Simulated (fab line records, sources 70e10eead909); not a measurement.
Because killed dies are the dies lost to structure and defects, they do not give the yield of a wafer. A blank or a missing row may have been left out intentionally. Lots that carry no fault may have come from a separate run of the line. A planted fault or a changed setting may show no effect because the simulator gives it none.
Chamber matching / flow nand_harc / NHARC_A_CHANNEL_FILL_D1_ALD_16 on ald_hk-01 has 4 sister chambers
The step deposits SiO2, target thk 1.5 nm, pulse time 10 s, ald cycles 15. 4 wafers are shown with their chamber, then 7 later ones without.

## WAFERS PAIRED WITH THEIR CHAMBERS
wafer=L080.4; chamber=2; heater_power_w (W)=416
wafer=L086.4; chamber=0; heater_power_w (W)=491
wafer=L091.2; chamber=3; heater_power_w (W)=518
wafer=L091.3; chamber=1; heater_power_w (W)=455

## WAFERS WITHOUT THEIR CHAMBER
wafer=L091.6; heater_power_w (W)=406
wafer=L093.3; heater_power_w (W)=521
wafer=L093.5; heater_power_w (W)=400
wafer=L093.6; heater_power_w (W)=464
wafer=L094.1; heater_power_w (W)=497
wafer=L094.4; heater_power_w (W)=398
wafer=L094.5; heater_power_w (W)=497

## WHICH CHAMBER EACH ONE RAN IN
wafer=L091.6; from the rows above=2; in truth=2
wafer=L093.3; from the rows above=3; in truth=3
wafer=L093.5; from the rows above=2; in truth=2
wafer=L093.6; from the rows above=can't be placed: 1 or 0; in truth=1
wafer=L094.1; from the rows above=can't be placed: 0 or 3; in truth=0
wafer=L094.4; from the rows above=2; in truth=2
wafer=L094.5; from the rows above=can't be placed: 0 or 3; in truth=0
4 of 7 placed correctly. Not placeable from these rows: 3 (in 3, the candidates include the true chamber). Placed wrongly: 0.
How it was worked out, from the rows above alone: a wafer's distance from a chamber is the root of the sum, over the readings, of the square of ((its reading less the chamber's mean) divided by the reading's scatter). The wafer belongs to the nearest chamber; if the next one is less than 2 further off, it can't be placed. A chamber's mean is the mean of its shown wafers. The scatter (one wafer shown for each chamber): square how far every hidden wafer sits from the nearest shown wafer, average those squares and take the square root.
